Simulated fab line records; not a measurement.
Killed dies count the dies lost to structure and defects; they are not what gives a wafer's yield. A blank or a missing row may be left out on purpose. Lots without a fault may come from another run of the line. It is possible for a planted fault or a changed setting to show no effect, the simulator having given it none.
Matching of chambers || flow nand-harc || pecvd-03 running NHARC_A_M1_PRE_CLEAN_32: 3 sister chambers
The step time 12 s. 6 wafers are shown with their chamber, then 7 later ones without.

WAFERS PAIRED WITH THEIR CHAMBERS
{"wafer": "L081.5", "chamber": 0, "heater-power-outer-w (W)": 355, "heater-power-w (W)": 649}
{"wafer": "L086.1", "chamber": 1, "heater-power-outer-w (W)": 368, "heater-power-w (W)": 654}
{"wafer": "L086.3", "chamber": 2, "heater-power-outer-w (W)": 378, "heater-power-w (W)": 656}
{"wafer": "L086.6", "chamber": 0, "heater-power-outer-w (W)": 339, "heater-power-w (W)": 618}
{"wafer": "L089.1", "chamber": 1, "heater-power-outer-w (W)": 341, "heater-power-w (W)": 614}
{"wafer": "L089.3", "chamber": 2, "heater-power-outer-w (W)": 467, "heater-power-w (W)": 769}

WAFERS MISSING THEIR CHAMBER
{"wafer": "L089.6", "heater-power-outer-w (W)": 343, "heater-power-w (W)": 610}
{"wafer": "L088.2", "heater-power-outer-w (W)": 408, "heater-power-w (W)": 701}
{"wafer": "L088.4", "heater-power-outer-w (W)": 357, "heater-power-w (W)": 624}
{"wafer": "L088.5", "heater-power-outer-w (W)": 401, "heater-power-w (W)": 694}
{"wafer": "L097.2", "heater-power-outer-w (W)": 406, "heater-power-w (W)": 697}
{"wafer": "L097.4", "heater-power-outer-w (W)": 393, "heater-power-w (W)": 692}
{"wafer": "L097.5", "heater-power-outer-w (W)": 371, "heater-power-w (W)": 657}

THE CHAMBER EACH PASSED THROUGH
{"wafer": "L089.6", "from the rows above": "can't be placed: 0 or 1", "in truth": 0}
{"wafer": "L088.2", "from the rows above": "can't be placed: 2 or 1 or 0", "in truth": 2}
{"wafer": "L088.4", "from the rows above": "can't be placed: 1 or 0", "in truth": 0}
{"wafer": "L088.5", "from the rows above": "can't be placed: 2 or 1 or 0", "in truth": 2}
{"wafer": "L097.2", "from the rows above": "can't be placed: 2 or 1 or 0", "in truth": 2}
{"wafer": "L097.4", "from the rows above": "can't be placed: 2 or 1 or 0", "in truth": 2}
{"wafer": "L097.5", "from the rows above": "can't be placed: 1 or 0 or 2", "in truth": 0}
0 of 7 placed correctly. Can't be placed from these rows: 7 (the true chamber is among the candidates in 7). Wrongly placed: 0.
How it was worked out, from the rows above alone: a wafer's distance from a chamber is the root of the sum, over the readings, of the square of ((its reading less the chamber's mean) divided by the reading's scatter). If the next closest chamber is less than 2 further off than the closest, the wafer can't be placed; otherwise it belongs to the closest. A chamber's mean is the mean of its shown wafers. The scatter: the root of (the sum of the squares of (reading less its chamber's mean) over the shown wafers, divided by (wafers less chambers)).
